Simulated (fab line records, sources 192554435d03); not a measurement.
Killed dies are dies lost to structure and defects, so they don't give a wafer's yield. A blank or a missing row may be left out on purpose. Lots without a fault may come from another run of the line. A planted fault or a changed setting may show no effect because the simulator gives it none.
Problem report in the 8D (eight disciplines) form, filled by code | flow n5_finfet | the parts of the form that need people (team, actions taken, sign-off) are left out

1. THE PROBLEM
run_length_s at N5_BEOL_M8_TRENCH_ETCH_37 reads a mean of 52.0 s on 1 wafer of 1 lot; wafers without a fault read 54.3 s with a standard deviation of 0.43. That is -5.3 standard deviations from the usual mean.
The step: etches SiCOH lowk in C4F6/O2, target depth 93.478 nm, time 31.2 s.
First seen on wafer L951.4, day 11 12:35, on rie_diel-04. The record holds 30 wafers of 10 lots with a number at this step. Rule for "out", or "out of limits": more than 4 standard deviations from the usual mean. The other wafers with a number count as sound.

2. WHAT IT IS AND WHAT IT IS NOT
question                    | is                | is not
which readings at this step | run_length_s      | drypump_motor_current_A, oes_product_au, rf_vpp_V, showerhead_plenum_p_Torr, throttle_valve_pct
which lots                  | L951              | L942, L943, L946, L953, L960, L961, L962, L963, L964
which wafers of those lots  | L951.4            | L951.2, L951.3
read on which tools         | rie_diel-04       | rie_diel-05, rie_diel-06
when                        | from day 11 12:35 | up to then (11 sound wafers); but 18 sound wafers of L953, L960, L961, L962, L963, L964 came after

3. SUSPECTS, AND WHAT RULES EACH OUT
Counting: a tool at a process step up to the reading stays a suspect if it ran every lot that is out. Sound lots after the first of them don't rule it out here, since some wafers of a struck lot are sound.
- pecvd-02 at N5_BEOL_M7_DEP_56 (deposits SiCN from 3MS/NH3, target thk 10 nm, time 17.5 s): kept. It ran the lot that is out, L951 (day 11 08:14); its last sound lot up to then is L946 (day 10 02:18).
- rie_diel-04 at N5_BEOL_M8_ETCH_61 (etches SiARC in CF4, target depth 45.5 nm, time 75.8 s): kept. It ran the lot that is out, L951 (day 11 11:13); its last sound lot up to then is L946 (day 10 04:53).
- rie_diel-04 at N5_BEOL_M8_TRENCH_ETCH_37 (etches SiCOH lowk in C4F6/O2, target depth 93.478 nm, time 31.2 s): kept. It ran the lot that is out, L951 (day 11 12:35); its last sound lot up to then is L946 (day 10 06:16). Its own readings are out on those wafers: run_length_s.
- Within rie_diel-04 at N5_BEOL_M8_ETCH_61: the wafers that are out ran in chamber 1; their sound lot-mates ran in chambers 2, 3.
- Within rie_diel-04 at N5_BEOL_M8_TRENCH_ETCH_37: the wafers that are out ran in chamber 2; their sound lot-mates ran in chambers 0, 1.
Left after counting: pecvd-02 at N5_BEOL_M7_DEP_56, rie_diel-04 at N5_BEOL_M8_ETCH_61, rie_diel-04 at N5_BEOL_M8_TRENCH_ETCH_37.

4. THE CAUSE (what the simulator had put in)
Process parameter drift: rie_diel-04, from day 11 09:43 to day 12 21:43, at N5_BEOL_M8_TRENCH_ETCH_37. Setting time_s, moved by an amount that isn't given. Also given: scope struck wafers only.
Counting left 3 suspects, and this tool is among them.

5. THE CHAIN OF EFFECTS, in route order
Each row: a reading whose mean over the struck wafers that have a number lies more than 3 standard deviations from the usual. Only readings for which the record gives a usual standard deviation are gone through. hours: the time from each lot's start at the first step in this table that gives one to its start at this step, as a median over the lots. sigmas: the change in usual standard deviations.
hours | step                      | reading      | usual  | on struck wafers | change | sigmas
0     | N5_BEOL_M8_TRENCH_ETCH_37 | run_length_s | 54.3 s | 52.0             | -2.3   | -5.3
The process steps in it:
- N5_BEOL_M8_TRENCH_ETCH_37: etches SiCOH lowk in C4F6/O2, target depth 93.478 nm, time 31.2 s.

6. WHAT WOULD HAVE CAUGHT IT SOONER
In this record the first reading out of limits was taken at day 11 12:35, 3 hours after the fault began at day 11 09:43.
